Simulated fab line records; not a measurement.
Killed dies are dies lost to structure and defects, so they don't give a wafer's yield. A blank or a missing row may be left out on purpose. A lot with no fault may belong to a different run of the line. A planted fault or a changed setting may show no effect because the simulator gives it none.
Chamber matching :: flow n5 finfet :: N5_BEOL_M9_CURE_71 on uv cure-03: 3 sister chambers
The step cures SiCOH lowk, time 240 s. 6 wafers are shown with their chamber, then 11 later ones without.

## WAFERS PAIRED WITH THEIR CHAMBERS
wafer: L084.4
chamber: 1
wafer_temp_C_max: 388.6
lamp power pct (%): 52.31

wafer: L084.5
chamber: 1
wafer_temp_C_max: 388.2
lamp power pct (%): 52.28

wafer: L087.6
chamber: 2
wafer_temp_C_max: 386.2
lamp power pct (%): 52.34

wafer: L085.5
chamber: 0
wafer_temp_C_max: 387.8
lamp power pct (%): 52.31

wafer: L085.6
chamber: 0
wafer_temp_C_max: 388.0
lamp power pct (%): 52.22

wafer: L088.1
chamber: 2
wafer_temp_C_max: 387.1
lamp power pct (%): 52.30

## WAFERS WITHOUT THEIR CHAMBER
wafer: L088.2
wafer_temp_C_max: 386.1
lamp power pct (%): 52.25

wafer: L088.3
wafer_temp_C_max: 385.9
lamp power pct (%): 52.24

wafer: L091.1
wafer_temp_C_max: 386.3
lamp power pct (%): 52.22

wafer: L091.4
wafer_temp_C_max: 386.6
lamp power pct (%): 52.30

wafer: L091.5
wafer_temp_C_max: 386.2
lamp power pct (%): 52.34

wafer: L095.3
wafer_temp_C_max: 386.1
lamp power pct (%): 52.33

wafer: L095.5
wafer_temp_C_max: 386.4
lamp power pct (%): 52.24

wafer: L095.6
wafer_temp_C_max: 386.3
lamp power pct (%): 52.34

wafer: L097.2
wafer_temp_C_max: 389.5
lamp power pct (%): 52.40

wafer: L097.4
wafer_temp_C_max: 388.2
lamp power pct (%): 52.33

wafer: L097.6
wafer_temp_C_max: 388.5
lamp power pct (%): 52.36

## WHICH CHAMBER EACH WENT THROUGH
wafer: L088.2
from the rows above: 2
in truth: 2

wafer: L088.3
from the rows above: 2
in truth: 2

wafer: L091.1
from the rows above: can't be placed: 2 or 0
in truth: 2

wafer: L091.4
from the rows above: 2
in truth: 2

wafer: L091.5
from the rows above: 2
in truth: 2

wafer: L095.3
from the rows above: 2
in truth: 2

wafer: L095.5
from the rows above: can't be placed: 2 or 0
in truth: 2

wafer: L095.6
from the rows above: 2
in truth: 2

wafer: L097.2
from the rows above: can't be placed: 1 or 0
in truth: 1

wafer: L097.4
from the rows above: can't be placed: 1 or 0
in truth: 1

wafer: L097.6
from the rows above: can't be placed: 1 or 0
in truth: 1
Correctly placed: 6 of 11. Unplaceable from these rows: 5, with the true chamber sitting among the candidates in 5. Wrongly placed: 0.
How it was worked out, from the rows above alone: a wafer's distance from a chamber is the root of the sum, over the readings, of the square of ((its reading less the chamber's mean) divided by the reading's scatter). If the next closest chamber is less than 2 further off than the closest, the wafer can't be placed; otherwise it belongs to the closest. Each chamber's mean is taken over the wafers shown for it. The scatter: the root of (the sum of the squares of (reading less its chamber's mean) over the shown wafers, divided by (wafers less chambers)).
